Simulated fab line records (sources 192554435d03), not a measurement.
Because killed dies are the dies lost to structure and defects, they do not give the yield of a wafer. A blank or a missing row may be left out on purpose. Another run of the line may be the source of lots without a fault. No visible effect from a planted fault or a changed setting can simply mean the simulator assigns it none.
Struck lot and sound lot, side by side | flow n5_finfet | 16 out of 1938 route steps
Sound: wafers L567.1, L567.2, L567.4. Struck: wafer L574.5 (left out: L574.4, a lot-mate that was not struck); the cause follows at the end.
Order at every step that has rows: each side's tool, ch and its chambers, its first start. Under that, the readings that differ: sound wafers | struck wafers | difference of the means | sigmas: that difference in standard deviations of wafers without a fault.
alike: words and numbers the same on both sides, and readings whose means are apart by under 2 such deviations; not compared: readings that were withheld, readings missing a value for some wafer, numbers with overlapping values and no deviation given by the record, and bounds like >300 which may hide the same value.
A row with sigmas, a row that says differs or no value, or rows on one side alone: a step with any of these is where the two part. Numbers that don't overlap but have no deviation are shown without sigmas and don't part them. A reading missing from all wafers of one side parts the sides only when that side holds two or more wafers.

N5_FIN_CUT_INSPECT_10: inspects for defects (brightfield).
  sound: defect_inspect-02 at day 3 23:33; struck: defect_inspect-01 at day 5 15:25
  alike: raw_defect_count
then, 1 step without rows for these wafers: N5_FIN_CUT_DESCUM_13 (chemistry O2, time 7 s).
N5_FIN_CUT_ETCH_30: etches underlayer in N2/H2, target depth 13 nm, time 10.4 s.
  sound on rie_diel-06 ch 0,1,3, day 3 23:37; struck on rie_diel-01 ch 2, day 5 15:29
  alike: drypump_motor_current_A, etch_rf_on_time_s, oes_product_au, rf_fwd_power_W, rf_vpp_V, showerhead_plenum_p_Torr, throttle_valve_pct
  not compared: rf_hours_counter_h
N5_FIN_CUT_ETCH_20: etches SiARC in CF4, target depth 26 nm, time 43.3 s.
  sound on rie_diel-06 ch 0,1,3, day 3 23:38; struck on rie_diel-01 ch 2, day 5 15:30
  alike: drypump_motor_current_A, etch_rf_on_time_s, oes_product_au, rf_fwd_power_W, rf_vpp_V, showerhead_plenum_p_Torr, throttle_valve_pct
  not compared: rf_hours_counter_h
then, 3 steps without rows for these wafers: N5_FIN_CUT_ETCH_21 (etches SOC in N2/H2, target depth 219 nm, overetch 43.8 nm, time 523.5 s); N5_FIN_CUT_STRIP_23 (strips in N2/H2); N5_FIN_CUT_STRIP_31 (strips in N2/H2).
N5_FIN_CUT_STRIP_24: strips in CF4.
  sound on rie_diel-06 ch 0,1,3, day 4 00:00; struck on rie_diel-01 ch 2, day 5 15:52
  alike: drypump_motor_current_A, oes_product_au, rf_fwd_power_W, rf_vpp_V, showerhead_plenum_p_Torr, throttle_valve_pct
  not compared: rf_hours_counter_h
N5_FIN_CUT_CUT_ETCH_26: etches SiNx in CH3F/O2, target depth 39 nm, time 55.7 s.
  sound on rie_diel-06 ch 0,1,3, day 4 00:01; struck on rie_diel-01 ch 2, day 5 15:53
  alike: O2_flow_sccm, drypump_motor_current_A, oes_f_703_au, oes_product_au, rf_fwd_power_W, rf_vpp_V, showerhead_plenum_p_Torr, throttle_valve_pct
  not compared: rf_hours_counter_h
then, 3 steps without rows for these wafers: N5_FIN_CUT_CUT_ETCH_27 (etches SiO2 in CHF3/O2, target depth 4 nm, overetch 2 nm, time 4.9 s); N5_FIN_CUT_PRECLEAN_35 (cleans in vHF, time 13.3 s); N5_FIN_CUT_CUT_ETCH_15 (etches Si in HBr/Cl2/O2, target depth 100 nm, bt time 10 s, time 42.4 s).
N5_FIN_CUT_CUT_ETCH_28: etches Si in HBr/Cl2/O2, target depth 6 nm, time 2.4 s.
  sound on rie_si-06 ch 0,2,3, day 4 00:16; struck on rie_si-06 ch 2, day 5 16:10
  reading                  | sound             | struck | difference | sigmas
  model.etch.depth_nm (nm) | 5.959 5.767 5.975 | 5.087  | -0.813     |
  alike: O2_flow_sccm, drypump_motor_current_A, oes_product_au, throttle_valve_pct
  not compared: rf_fwd_power_W, rf_hours_counter_h
N5_FIN_CUT_STRIP_22: strips in N2/H2.
  sound on rie_diel-06 ch 0,1,3, day 4 00:20; struck on rie_diel-01 ch 0, day 5 16:12
  reading                | sound          | struck | difference | sigmas
  throttle_valve_pct (%) | 19.1 19.2 18.7 | 19.9   | +0.9       | +2
  alike: drypump_motor_current_A, oes_product_au, rf_vpp_V, showerhead_plenum_p_Torr
  not compared: rf_hours_counter_h
-- the record jumps here: 6 days lie between the struck wafers' starts before and after (it left off in module FIN_CUT and takes up again in module BEOL_M4, whose first step shown is number 1111 of the route) --
N5_BEOL_M4_RC_MEAS_101:
  sound on prober-02 ch 0, day 9 16:51; struck on prober-01 ch 0, day 11 06:47
  reading       | sound       | struck | difference | sigmas
  ION_P (uA/um) | 458 447 448 | 467    | +16        | +2
  alike: DIBL_N, DIBL_P, IOFF_N, IOFF_P, ION_N, SS_N, SS_P, VT_N, VT_P
following that, these wafers have no rows for 1 step: N5_PASSIVATION_PROBE_49.

WHERE THEY PART
Earliest at N5_FIN_CUT_STRIP_22; latest, in this record, at N5_BEOL_M4_RC_MEAS_101.

WHY: whatever the simulator had introduced
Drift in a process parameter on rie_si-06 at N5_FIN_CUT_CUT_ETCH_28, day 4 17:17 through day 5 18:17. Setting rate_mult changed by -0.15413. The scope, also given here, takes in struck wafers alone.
